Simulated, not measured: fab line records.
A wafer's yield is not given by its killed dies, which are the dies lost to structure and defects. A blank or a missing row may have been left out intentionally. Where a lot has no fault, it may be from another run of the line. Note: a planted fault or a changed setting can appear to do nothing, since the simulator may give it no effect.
Chamber matching + flow n5-finfet + N5_BEOL_M12_ETCH_59 on rie-diel-03: 4 sister chambers
The step etches BARC in N2/H2, target depth 89 nm, overetch 26.7 nm, time 67.9 s. 4 wafers are shown with their chamber, then 7 later ones without.

## WAFERS WITH THEIR CHAMBER
| wafer  | chamber | drypump-motor-current-A (A) |
|--------|---------|-----------------------------|
| L080.2 | 0       | 6.0                         |
| L080.5 | 1       | 5.8                         |
| L088.1 | 3       | 5.1                         |
| L088.2 | 2       | 5.6                         |

## WAFERS WHOSE CHAMBER IS MISSING
| wafer  | drypump-motor-current-A (A) |
|--------|-----------------------------|
| L088.3 | 6.0                         |
| L092.1 | 5.1                         |
| L092.4 | 5.7                         |
| L092.5 | 5.1                         |
| L094.1 | 5.7                         |
| L094.5 | 5.1                         |
| L094.6 | 5.6                         |

## CHAMBER TAKEN BY EACH
| wafer  | from the rows above     | in truth |
|--------|-------------------------|----------|
| L088.3 | 0                       | 0        |
| L092.1 | 3                       | 3        |
| L092.4 | can't be placed: 1 or 2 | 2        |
| L092.5 | 3                       | 3        |
| L094.1 | can't be placed: 1 or 2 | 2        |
| L094.5 | 3                       | 3        |
| L094.6 | 2                       | 2        |
Placed correctly: 5 of 7. These rows do not allow placing 2 (true chamber among the candidates in 2). Placed wrongly: 0.
How it was worked out, from the rows above alone: a wafer's distance from a chamber is the root of the sum, over the readings, of the square of ((its reading less the chamber's mean) divided by the reading's scatter). If the next closest chamber is less than 2 further off than the closest, the wafer can't be placed; otherwise it belongs to the closest. The mean given for a chamber averages the wafers shown for that chamber. The scatter: root of mean squared gap, hidden wafer to nearest shown wafer, with one shown wafer a chamber.
